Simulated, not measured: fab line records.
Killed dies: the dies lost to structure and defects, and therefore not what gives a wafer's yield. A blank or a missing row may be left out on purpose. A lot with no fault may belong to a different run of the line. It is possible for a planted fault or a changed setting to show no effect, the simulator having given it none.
Code-filled problem report in 8D (eight disciplines) form ; flow n5Finfet ; the parts of the form that need people (team, actions taken, sign-off) are left out

1. THE ISSUE
N5_MOL_CONTACT_COAG_CMP_23, platenRpm: mean 55.36 rpm over 1 wafer from 1 lot; wafers with no fault: 50.29 rpm, standard deviation 0.036. So: +99 or more standard deviations from the usual mean.
The step: polishes, stops on SiO2, t overpolish 1.5 s, target thk 0 nm.
Earliest sighting: wafer L626.3 on cmp-02 at day 5 23:36. The record has a number at this step for 15 wafers belonging to 5 lots. Rule for "out", or "out of limits": more than 4 standard deviations from the usual mean. The other wafers with a number count as sound.

2. WHAT IT IS AND WHAT IT IS NOT
question;is;is not
which readings at this step;platenRpm;motorCurrentA, overpolishRunS, timeToEndpointS
which lots;L626;L628, L637, L638, L644
which wafers of those lots;L626.3;L626.1, L626.4
read on which tools;cmp-02;cmp-01
when;from day 5 23:36;"up to then (2 sound wafers); but 12 sound wafers of L628, L637, L638, L644 came after"

3. WHAT RULES OUT EACH SUSPECT
Counting: any tool at a process step up to the reading remains a suspect provided it ran every lot that is out. Sound lots after the first of them don't rule it out here, since some wafers of a struck lot are sound.
- pvdSputter-01 at N5_MOL_CONTACT_COAG_PRE_CLEAN_141 (time 60 s): kept. It ran the lot that is out, L626 (day 5 21:11).
- cmp-02 at N5_MOL_CONTACT_COAG_CMP_23 (polishes, stops on SiO2, t overpolish 1.5 s, target thk 0 nm): kept. It ran the lot that is out, L626 (day 5 23:36). Out on those wafers are its own readings of platenRpm.
- Within cmp-02 at N5_MOL_CONTACT_COAG_CMP_23: the wafers that are out ran in chamber 1; their sound lot-mates ran in chambers 0, 3.
Left after counting: pvdSputter-01 at N5_MOL_CONTACT_COAG_PRE_CLEAN_141, cmp-02 at N5_MOL_CONTACT_COAG_CMP_23.

4. THE CAUSE (what the simulator had put in)
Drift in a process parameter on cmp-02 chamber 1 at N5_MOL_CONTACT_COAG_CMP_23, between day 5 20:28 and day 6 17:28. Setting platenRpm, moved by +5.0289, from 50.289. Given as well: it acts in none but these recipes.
Of the 2 suspects that counting leaves, this tool is one.

5. THE EFFECT CHAIN, in route order
Each row: a reading whose mean over the struck wafers that have a number lies more than 3 standard deviations from the usual. Scope: only readings with a usual standard deviation given in the record; hours: median across lots of the time from each lot's start at the first step in this table that gives one to its start at this step; sigmas: change in usual standard deviations.
hours;step;reading;usual;on struck wafers;change;sigmas
0;N5_MOL_CONTACT_COAG_CMP_23;platenRpm;50.29 rpm;55.36;+5.07;+99 or more
The process steps in it:
- N5_MOL_CONTACT_COAG_CMP_23: polishes, stops on SiO2, t overpolish 1.5 s, target thk 0 nm.
At these later measuring or inspecting steps, every struck wafer for which the step has a row has a number for every such reading, and none has moved that far: N5_MOL_CONTACT_COAG_THK_MEAS_29, N5_MOL_CONTACT_COAG_CD_MEAS_84, N5_MOL_CONTACT_COAG_OVL_MEAS_85, N5_MOL_CONTACT_COAG_INSPECT_57, N5_BEOL_M4_RC_MEAS_101.

6. WHAT WOULD HAVE CAUGHT IT SOONER
In this record the first reading out of limits was taken at day 5 23:36, 3 hours after the fault began at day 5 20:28.
